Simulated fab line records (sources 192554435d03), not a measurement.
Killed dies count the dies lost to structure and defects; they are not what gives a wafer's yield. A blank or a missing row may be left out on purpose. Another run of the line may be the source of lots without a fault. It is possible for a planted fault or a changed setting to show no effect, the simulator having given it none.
Chamber matching    flow n5-finfet    N5_BEOL_M8_PECVD_70 on pecvd-04: 3 sister chambers
The step deposits SiO2 from TEOS/O2, target thk 20 nm, time 22.7 s. 3 wafers are shown with their chamber, then 11 later ones without.

## EACH WAFER AND ITS CHAMBER
wafer   chamber  heater-power-w (W)
L081.3  2        756
L088.6  1        912
L089.2  0        601

## WAFERS WITHOUT THEIR CHAMBER
wafer   heater-power-w (W)
L089.4  854
L089.5  770
L093.3  912
L093.5  936
L093.6  742
L096.1  703
L096.3  852
L096.6  856
L094.1  709
L094.2  643
L094.6  819

## WHICH CHAMBER EACH WENT THROUGH
wafer   from the rows above      in truth
L089.4  can't be placed: 1 or 2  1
L089.5  2                        2
L093.3  1                        1
L093.5  1                        1
L093.6  2                        2
L096.1  can't be placed: 2 or 0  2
L096.3  can't be placed: 1 or 2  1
L096.6  can't be placed: 1 or 2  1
L094.1  can't be placed: 2 or 0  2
L094.2  can't be placed: 0 or 2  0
L094.6  can't be placed: 2 or 1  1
Placed correctly: 4 of 11. Cannot be placed on the basis of these rows: 7; the candidates contain the true chamber in 7. 0 placed wrongly.
How it was worked out, from the rows above alone: a wafer's distance from a chamber is the root of the sum, over the readings, of the square of ((its reading less the chamber's mean) divided by the reading's scatter). If the next closest chamber is less than 2 further off than the closest, the wafer can't be placed; otherwise it belongs to the closest. The mean given for a chamber averages the wafers shown for that chamber. The scatter (one wafer shown for each chamber): square how far every hidden wafer sits from the nearest shown wafer, average those squares and take the square root.
